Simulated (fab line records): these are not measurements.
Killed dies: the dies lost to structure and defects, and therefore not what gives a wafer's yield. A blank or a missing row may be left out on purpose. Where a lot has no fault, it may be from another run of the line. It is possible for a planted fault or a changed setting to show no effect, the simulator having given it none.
Split-lot experiment / flow n5-finfet / route with 1938 steps; 7 lots, 21 wafers read

## THE SPLIT
At N5_HKMG_FIN_ETCH_54 (etches SiARC in CF4, target depth 45.5 nm, time 75.8 s), the setting source-w was moved away from the recipe's 545 W on 7 of the 21 wafers read, by -16.3% to +17.3%. The other wafers ran this setting at the recipe's value.

The reading comes from the split's own step.

## THE READING
rf-vpp-V, in V, at N5_HKMG_FIN_ETCH_54 (etches SiARC in CF4, target depth 45.5 nm, time 75.8 s). Fault-free wafers of this fab line usually give 184.4 V, standard deviation 1 V.

wafer=L074.1; tool, chamber at the split=rie-diel-06, 1; source-w as run, W=545; against the recipe=recipe; rf-vpp-V, V=183.8; against lot-mates on the recipe=-
wafer=L074.4; tool, chamber at the split=rie-diel-06, 0; source-w as run, W=456.4; against the recipe=-16.3%; rf-vpp-V, V=196.0; against lot-mates on the recipe=+12.2
wafer=L074.6; tool, chamber at the split=rie-diel-06, 2; source-w as run, W=456.4; against the recipe=-16.3%; rf-vpp-V, V=194.9; against lot-mates on the recipe=+11.1
wafer=L078.1; tool, chamber at the split=rie-diel-05, 0; source-w as run, W=545; against the recipe=recipe; rf-vpp-V, V=184.1; against lot-mates on the recipe=-
wafer=L078.2; tool, chamber at the split=rie-diel-05, 2; source-w as run, W=545; against the recipe=recipe; rf-vpp-V, V=185.3; against lot-mates on the recipe=-
wafer=L078.6; tool, chamber at the split=rie-diel-05, 2; source-w as run, W=545; against the recipe=recipe; rf-vpp-V, V=184.3; against lot-mates on the recipe=-
wafer=L079.1; tool, chamber at the split=rie-diel-05, 3; source-w as run, W=545; against the recipe=recipe; rf-vpp-V, V=185.1; against lot-mates on the recipe=-
wafer=L079.2; tool, chamber at the split=rie-diel-05, 2; source-w as run, W=545; against the recipe=recipe; rf-vpp-V, V=184.2; against lot-mates on the recipe=-
wafer=L079.6; tool, chamber at the split=rie-diel-05, 0; source-w as run, W=581.9; against the recipe=+6.8%; rf-vpp-V, V=179.8; against lot-mates on the recipe=-4.8
wafer=L085.1; tool, chamber at the split=rie-diel-01, 0; source-w as run, W=545; against the recipe=recipe; rf-vpp-V, V=182.6; against lot-mates on the recipe=-
wafer=L085.3; tool, chamber at the split=rie-diel-01, 3; source-w as run, W=598.8; against the recipe=+9.9%; rf-vpp-V, V=179.1; against lot-mates on the recipe=-5.4
wafer=L085.5; tool, chamber at the split=rie-diel-01, 1; source-w as run, W=545; against the recipe=recipe; rf-vpp-V, V=186.4; against lot-mates on the recipe=-
wafer=L093.1; tool, chamber at the split=rie-diel-01, 1; source-w as run, W=545; against the recipe=recipe; rf-vpp-V, V=182.6; against lot-mates on the recipe=-
wafer=L093.4; tool, chamber at the split=rie-diel-01, 0; source-w as run, W=545; against the recipe=recipe; rf-vpp-V, V=184.5; against lot-mates on the recipe=-
wafer=L093.6; tool, chamber at the split=rie-diel-01, 1; source-w as run, W=518.7; against the recipe=-4.8%; rf-vpp-V, V=185.4; against lot-mates on the recipe=+1.8
wafer=L094.4; tool, chamber at the split=rie-diel-06, 2; source-w as run, W=545; against the recipe=recipe; rf-vpp-V, V=184.0; against lot-mates on the recipe=-
wafer=L094.5; tool, chamber at the split=rie-diel-06, 3; source-w as run, W=635.5; against the recipe=+16.6%; rf-vpp-V, V=173.9; against lot-mates on the recipe=-10.1
wafer=L094.6; tool, chamber at the split=rie-diel-06, 2; source-w as run, W=545; against the recipe=recipe; rf-vpp-V, V=184.0; against lot-mates on the recipe=-
wafer=L095.1; tool, chamber at the split=rie-diel-01, 0; source-w as run, W=545; against the recipe=recipe; rf-vpp-V, V=183.9; against lot-mates on the recipe=-
wafer=L095.2; tool, chamber at the split=rie-diel-01, 2; source-w as run, W=639.5; against the recipe=+17.3%; rf-vpp-V, V=175.1; against lot-mates on the recipe=-9.1
wafer=L095.6; tool, chamber at the split=rie-diel-01, 1; source-w as run, W=545; against the recipe=recipe; rf-vpp-V, V=184.4; against lot-mates on the recipe=-

FIT RESULTS
A straight line over all 21 wafers: rf-vpp-V changes by -0.616 V for each +1% of source-w; r = -0.98; the points scatter about the line by 1.1 V.
The same after taking each lot's own level away (the mean of its wafers on the recipe; 21 wafers): -0.63 V for each +1%; r = -0.98; scatter 1 V.
The reading moves by 11 V for the largest change in source-w, on that fit.
From 183.55 to 184.65 V: that is the span of the lots' own levels, equal to 1.1 times the standard deviation above.
Hence the lot-to-lot level has little effect on the slope; both slopes agree.
Check: -11.3 V against its lot-mates is what the line predicts for one of the wafers moved furthest among these (+17.3%) when that wafer is left out of the fit. It came out at -9.05 V against them.
Tool readings at the split's step, against how far the setting was moved: etch-rf-on-time-s r = -0.97; rf-vpp-V r = -0.98.

## OTHER SPLITS ON THESE WAFERS
Note: prior to the reading, these wafers also went through further splits. Each is held against what the fit with the lots' levels taken away leaves over:
other split on the same wafers=N5_SD_EPI_P_COAT_03 spin-rpm; wafers away from the commonest value=9; r with rf-vpp-V (lot level and that fit taken away)=-0.01
other split on the same wafers=N5_HKMG_FIN_EXPOSE_46 dose-mj; wafers away from the commonest value=7; r with rf-vpp-V (lot level and that fit taken away)=-0.08

## THE WHOLE CHAIN: every reading that the file lists as answering this split, in the file's order
step=N5_HKMG_FIN_ETCH_54; what it does=etches SiARC in CF4, target depth 45.5 nm, time 75.8 s; reading=etch-rf-on-time-s; change (the file's fit)=withheld for each +1% of the setting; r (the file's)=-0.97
step=N5_HKMG_FIN_ETCH_54; what it does=etches SiARC in CF4, target depth 45.5 nm, time 75.8 s; reading=rf-vpp-V; change (the file's fit)=-0.602 V for each +1% of the setting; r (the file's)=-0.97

## THE FILE'S OWN FIT
rf-vpp-V changes by -0.602 V for each +1% of source-w, r = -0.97.
